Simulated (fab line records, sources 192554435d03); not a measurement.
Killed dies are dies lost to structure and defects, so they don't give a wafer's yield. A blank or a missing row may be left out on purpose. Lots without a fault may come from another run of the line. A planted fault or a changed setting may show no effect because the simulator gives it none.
Chamber matching | flow n5_finfet | N5_BEOL_M5_CURE_79 on uv_cure-01: 3 sister chambers
The step cures SiCOH lowk, time 240 s. 3 wafers are shown with their chamber, then 8 later ones without.

WAFERS WITH THEIR CHAMBER
wafer  | chamber | wafer_temp_C_max
L079.3 | 0       | 386.1
L087.6 | 2       | 386.9
L091.1 | 1       | 386.5

WAFERS WITHOUT THEIR CHAMBER
wafer  | wafer_temp_C_max
L091.5 | 386.6
L091.6 | 386.7
L096.2 | 387.0
L096.4 | 386.9
L096.6 | 387.0
L097.3 | 385.7
L097.4 | 386.4
L097.5 | 386.0

WHICH CHAMBER EACH WENT THROUGH
wafer  | from the rows above     | in truth
L091.5 | can't be placed: 1 or 2 | 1
L091.6 | can't be placed: 1 or 2 | 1
L096.2 | 2                       | 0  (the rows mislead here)
L096.4 | 2                       | 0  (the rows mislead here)
L096.6 | 2                       | 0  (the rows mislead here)
L097.3 | 0                       | 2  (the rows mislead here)
L097.4 | can't be placed: 1 or 0 | 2
L097.5 | 0                       | 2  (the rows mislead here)
Placed correctly: 0 of 8. Can't be placed from these rows: 3 (the true chamber is among the candidates in 2). Placed wrongly: 5.
How it was worked out, from the rows above alone: a wafer's distance from a chamber is the root of the sum, over the readings, of the square of ((its reading less the chamber's mean) divided by the reading's scatter). The wafer belongs to the nearest chamber; if the next one is less than 2 further off, it can't be placed. A chamber's mean is the mean of its shown wafers. The scatter: with one shown wafer a chamber, the root of the mean of the squares of how far each hidden wafer lies from its nearest shown one.
